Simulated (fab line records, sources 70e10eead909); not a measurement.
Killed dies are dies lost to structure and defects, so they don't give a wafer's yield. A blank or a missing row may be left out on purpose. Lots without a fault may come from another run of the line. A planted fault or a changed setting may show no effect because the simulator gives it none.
Chamber matching | flow nand_harc | NHARC_A_STAIRCASE_TRIM_196 on rie_diel-05: 4 sister chambers
The step chemistry O2, time 211.2 s. 18 wafers are shown with their chamber, then 9 later ones without.

WAFERS WITH THEIR CHAMBER
wafer  | chamber | showerhead_plenum_p_Torr (Torr) | drypump_motor_current_A (A) | rf_vpp_V (V)
L074.2 | 3       | 3.63                            | 5.3                         | 58.0
L074.5 | 2       | 3.31                            | 5.8                         | 58.4
L074.6 | 1       | 3.62                            | 4.9                         | 57.7
L078.1 | 3       | 3.62                            | 5.2                         | 58.3
L078.2 | 1       | 3.61                            | 4.9                         | 59.2
L078.3 | 0       | 3.35                            | 6.0                         | 57.2
L081.1 | 2       | 3.30                            | 5.8                         | 56.5
L081.4 | 3       | 3.62                            | 5.2                         | 57.1
L081.5 | 1       | 3.61                            | 4.9                         | 57.7
L079.2 | 3       | 3.61                            | 5.2                         | 55.9
L079.4 | 2       | 3.30                            | 5.7                         | 56.2
L079.5 | 3       | 3.61                            | 5.2                         | 58.3
L084.2 | 0       | 3.34                            | 6.0                         | 57.7
L084.4 | 1       | 3.60                            | 5.0                         | 58.8
L084.6 | 3       | 3.61                            | 5.2                         | 58.2
L088.1 | 2       | 3.28                            | 5.8                         | 55.4
L088.2 | 0       | 3.33                            | 6.0                         | 56.8
L088.4 | 3       | 3.60                            | 5.3                         | 57.5

SIGNATURES (means of the wafers above)
reading                  | chamber 0 | chamber 1 | chamber 2 | chamber 3 | scatter within a chamber
showerhead_plenum_p_Torr | 3.3400    | 3.6100    | 3.2975    | 3.6143    | 0.0102
drypump_motor_current_A  | 6.000     | 4.925     | 5.775     | 5.229     | 0.0457
rf_vpp_V                 | 57.233    | 58.350    | 56.625    | 57.614    | 0.913
Rule: a wafer's distance from a chamber is the root of the sum, over the readings, of the square of ((its reading less the chamber's mean) divided by the reading's scatter). The wafer belongs to the nearest chamber; if the next one is less than 2 further off, it can't be placed. The scatter: the root of (the sum of the squares of (reading less its chamber's mean) over the shown wafers, divided by (wafers less chambers)).

WAFERS WITHOUT THEIR CHAMBER
wafer  | showerhead_plenum_p_Torr (Torr) | drypump_motor_current_A (A) | rf_vpp_V (V)
L089.1 | 3.59                            | 4.9                         | 58.4
L089.5 | 3.60                            | 5.2                         | 58.7
L089.6 | 3.33                            | 6.0                         | 59.0
L093.3 | 3.58                            | 4.9                         | 56.4
L093.5 | 3.59                            | 5.2                         | 58.4
L093.6 | 3.27                            | 5.8                         | 57.8
L096.2 | 3.32                            | 6.0                         | 57.7
L096.3 | 3.27                            | 5.8                         | 56.3
L096.5 | 3.32                            | 6.0                         | 54.5

WHICH CHAMBER EACH WENT THROUGH
wafer  | from the rows above | in truth
L089.1 | 1                   | 1
L089.5 | 3                   | 3
L089.6 | 0                   | 0
L093.3 | 1                   | 1
L093.5 | 3                   | 3
L093.6 | 2                   | 2
L096.2 | 0                   | 0
L096.3 | 2                   | 2
L096.5 | 0                   | 0
Placed correctly: 9 of 9. Can't be placed from these rows: 0. Placed wrongly: 0.
